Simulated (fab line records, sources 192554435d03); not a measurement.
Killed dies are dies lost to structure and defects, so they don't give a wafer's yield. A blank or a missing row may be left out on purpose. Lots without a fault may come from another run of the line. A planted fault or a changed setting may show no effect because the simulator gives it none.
Split-lot experiment | flow n5_finfet | 7 lots, 21 wafers read, on a route of 1938 steps

THE SPLIT
At N5_BEOL_M3_COAT_61 (time 60 s, resist thk 60 nm), the setting spin_rpm was moved away from the recipe's 1500 rpm on 6 of the 21 wafers read, by -10.1% to +3.6%. The other wafers ran this setting at the recipe's value.

The reading is taken at the split's own step.

THE READING
SOC_of_BEOL_M3_COAT_61.thk_nm (the simulator's own value, which no gauge read), in nm, at N5_BEOL_M3_COAT_61 (time 60 s, resist thk 60 nm). The file gives no usual value for it. The 15 wafers here that ran the recipe average 60.1 nm, standard deviation 0.14 nm.

wafer  | tool, chamber at the split | spin_rpm as run, rpm | against the recipe | SOC_of_BEOL_M3_COAT_61.thk_nm, nm | against lot-mates on the recipe
L074.2 | litho_track-01, 0          | 1500                 | recipe             | 60                                | -
L074.5 | litho_track-01, 0          | 1500                 | recipe             | 60                                | -
L074.3 | litho_track-01, 0          | 1500                 | recipe             | 60.2                              | -
L083.2 | litho_track-05, 0          | 1554                 | +3.6%              | 58.8                              | -1.2
L083.4 | litho_track-05, 0          | 1500                 | recipe             | 60                                | -
L083.6 | litho_track-05, 0          | 1500                 | recipe             | 60                                | -
L082.2 | litho_track-03, 0          | 1500                 | recipe             | 60.2                              | -
L082.4 | litho_track-03, 0          | 1500                 | recipe             | 60.4                              | -
L082.6 | litho_track-03, 0          | 1420                 | -5.3%              | 62                                | +1.7
L087.2 | litho_track-05, 0          | 1500                 | recipe             | 60.2                              | -
L087.5 | litho_track-05, 0          | 1364                 | -9.1%              | 63.2                              | +3.1
L087.6 | litho_track-05, 0          | 1500                 | recipe             | 60                                | -
L089.3 | litho_track-01, 0          | 1500                 | recipe             | 60.2                              | -
L089.4 | litho_track-01, 0          | 1500                 | recipe             | 60.2                              | -
L089.5 | litho_track-01, 0          | 1500                 | recipe             | 60.2                              | -
L091.2 | litho_track-01, 0          | 1500                 | recipe             | 60.4                              | -
L091.3 | litho_track-01, 0          | 1349                 | -10.1%             | 63.6                              | +3.2
L091.4 | litho_track-01, 0          | 1349                 | -10.1%             | 63.8                              | +3.4
L095.1 | litho_track-03, 0          | 1357                 | -9.5%              | 63.2                              | +3.2
L095.5 | litho_track-03, 0          | 1500                 | recipe             | 60                                | -
L095.6 | litho_track-03, 0          | 1500                 | recipe             | 60                                | -

THE FIT
A straight line over all 21 wafers: SOC_of_BEOL_M3_COAT_61.thk_nm changes by -0.345 nm for each +1% of spin_rpm; r = -1.00; the points scatter about the line by 0.14 nm.
The same after taking each lot's own level away (the mean of its wafers on the recipe; 21 wafers): -0.332 nm for each +1%; r = -1.00; scatter 0.074 nm.
On that fit, the largest move of spin_rpm shifts the reading by 3.3 nm.
The lots' own levels span 60.00 to 60.40 nm, that is 2.9 times the standard deviation above.
So the lot-to-lot level changes the slope little: the two slopes agree.
Check: with one of the wafers moved furthest among these (-10.1%) left out of the fit, the line predicts +3.39 nm for it against its lot-mates. It came out at +3.2 nm against them.

OTHER SPLITS ON THESE WAFERS
These wafers also went through other splits before the reading. Each is held against what the fit with the lots' levels taken away leaves over:
other split on the same wafers   | wafers away from the commonest value | r with SOC_of_BEOL_M3_COAT_61.thk_nm (lot level and that fit taken away)
N5_BEOL_M0_SAQP_COAT_08 spin_rpm | 8                                    | -0.57
N5_BEOL_M0_CUTY_COAT_50 spin_rpm | 8                                    | -0.03
N5_BEOL_M0_CUTY_DESCUM_61 time_s | 8                                    | -0.18
N5_BEOL_M1_ILD_DEP_00 time_s     | 11                                   | +0.04
N5_BEOL_M1_PECVD_72 time_s       | 5                                    | -0.03
N5_BEOL_M2_COAT_67 spin_rpm      | 8                                    | -0.13
N5_BEOL_M2_EXPOSE_25 dose_mj     | 5                                    | -0.15

THE FILE'S OWN FIT
SOC_of_BEOL_M3_COAT_61.thk_nm changes by -0.333 nm for each +1% of spin_rpm, r = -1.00.
